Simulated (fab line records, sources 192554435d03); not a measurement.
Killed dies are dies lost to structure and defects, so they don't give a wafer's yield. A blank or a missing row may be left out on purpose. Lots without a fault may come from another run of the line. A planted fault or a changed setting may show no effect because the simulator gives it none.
Matching of chambers || flow n5 finfet || 3 sister chambers for N5_BEOL_M4_CO_CAP_55 on cvd co-01
The step material Co, precursor CCTBA/H2, target thk 2 nm, time 102.1 s. 6 wafers are shown with their chamber, then 12 later ones without.

EACH WAFER AND ITS CHAMBER
{"wafer": "L088.4", "chamber": 0, "heater power w (W)": 222, "susceptor temp C (C)": 200.18}
{"wafer": "L087.2", "chamber": 0, "heater power w (W)": 231, "susceptor temp C (C)": 200.10}
{"wafer": "L089.5", "chamber": 2, "heater power w (W)": 213, "susceptor temp C (C)": 199.94}
{"wafer": "L090.2", "chamber": 1, "heater power w (W)": 275, "susceptor temp C (C)": 200.17}
{"wafer": "L090.3", "chamber": 2, "heater power w (W)": 211, "susceptor temp C (C)": 200.12}
{"wafer": "L090.5", "chamber": 1, "heater power w (W)": 275, "susceptor temp C (C)": 199.87}

WAFERS WITHOUT THEIR CHAMBER
{"wafer": "L091.1", "heater power w (W)": 216, "susceptor temp C (C)": 199.91}
{"wafer": "L091.3", "heater power w (W)": 219, "susceptor temp C (C)": 200.17}
{"wafer": "L091.5", "heater power w (W)": 285, "susceptor temp C (C)": 200.14}
{"wafer": "L092.2", "heater power w (W)": 228, "susceptor temp C (C)": 200.14}
{"wafer": "L092.4", "heater power w (W)": 210, "susceptor temp C (C)": 200.09}
{"wafer": "L092.5", "heater power w (W)": 224, "susceptor temp C (C)": 200.08}
{"wafer": "L093.3", "heater power w (W)": 225, "susceptor temp C (C)": 200.17}
{"wafer": "L093.5", "heater power w (W)": 219, "susceptor temp C (C)": 200.08}
{"wafer": "L093.6", "heater power w (W)": 224, "susceptor temp C (C)": 199.88}
{"wafer": "L095.1", "heater power w (W)": 223, "susceptor temp C (C)": 200.54}
{"wafer": "L095.2", "heater power w (W)": 280, "susceptor temp C (C)": 200.08}
{"wafer": "L095.4", "heater power w (W)": 282, "susceptor temp C (C)": 199.83}

CHAMBER TAKEN BY EACH
{"wafer": "L091.1", "from the rows above": "can't be placed: 2 or 0", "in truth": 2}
{"wafer": "L091.3", "from the rows above": "can't be placed: 0 or 2", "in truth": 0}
{"wafer": "L091.5", "from the rows above": 1, "in truth": 1}
{"wafer": "L092.2", "from the rows above": 0, "in truth": 0}
{"wafer": "L092.4", "from the rows above": 2, "in truth": 2}
{"wafer": "L092.5", "from the rows above": 0, "in truth": 0}
{"wafer": "L093.3", "from the rows above": 0, "in truth": 0}
{"wafer": "L093.5", "from the rows above": "can't be placed: 2 or 0", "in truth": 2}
{"wafer": "L093.6", "from the rows above": "can't be placed: 0 or 2", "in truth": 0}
{"wafer": "L095.1", "from the rows above": "can't be placed: 0 or 2", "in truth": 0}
{"wafer": "L095.2", "from the rows above": 1, "in truth": 1}
{"wafer": "L095.4", "from the rows above": 1, "in truth": 1}
7 of 12 placed correctly. Not placeable from these rows: 5 (in 5, the candidates include the true chamber). 0 placed wrongly.
How it was worked out, from the rows above alone: a wafer's distance from a chamber is the root of the sum, over the readings, of the square of ((its reading less the chamber's mean) divided by the reading's scatter). If the next closest chamber is less than 2 further off than the closest, the wafer can't be placed; otherwise it belongs to the closest. For every chamber, the mean is computed from those of its wafers that are shown. How the scatter is found: for the shown wafers, subtract from each reading the mean of its chamber, square and add these, divide the total by (wafers less chambers), then take the root.
